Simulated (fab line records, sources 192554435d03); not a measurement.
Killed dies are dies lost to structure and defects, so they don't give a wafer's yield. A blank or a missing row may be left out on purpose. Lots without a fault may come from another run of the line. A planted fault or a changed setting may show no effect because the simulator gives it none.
Chamber matching | flow n5_finfet | N5_PMOS_HMC_CHANNEL_EPI_HM_DEP_34 on pecvd-01: 3 sister chambers
The step deposits SiO2 from TEOS/O2, target thk 36 nm, time 6.9 s. 3 wafers are shown with their chamber, then 6 later ones without.

WAFERS WITH THEIR CHAMBER
wafer  | chamber | throttle_valve_pct (%)
L896.1 | 2       | 16.8
L896.3 | 1       | 18.1
L896.5 | 0       | 18.6

WAFERS WITHOUT THEIR CHAMBER
wafer  | throttle_valve_pct (%)
L898.1 | 18.1
L898.4 | 18.0
L898.5 | 18.4
L905.3 | 16.8
L905.4 | 16.9
L905.5 | 18.3

WHICH CHAMBER EACH WENT THROUGH
wafer  | from the rows above     | in truth
L898.1 | 1                       | 1
L898.4 | 1                       | 1
L898.5 | can't be placed: 0 or 1 | 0
L905.3 | 2                       | 2
L905.4 | 2                       | 2
L905.5 | can't be placed: 1 or 0 | 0
Placed correctly: 4 of 6. Can't be placed from these rows: 2 (the true chamber is among the candidates in 2). Placed wrongly: 0.
How it was worked out, from the rows above alone: a wafer's distance from a chamber is the root of the sum, over the readings, of the square of ((its reading less the chamber's mean) divided by the reading's scatter). The wafer belongs to the nearest chamber; if the next one is less than 2 further off, it can't be placed. A chamber's mean is the mean of its shown wafers. The scatter: with one shown wafer a chamber, the root of the mean of the squares of how far each hidden wafer lies from its nearest shown one.
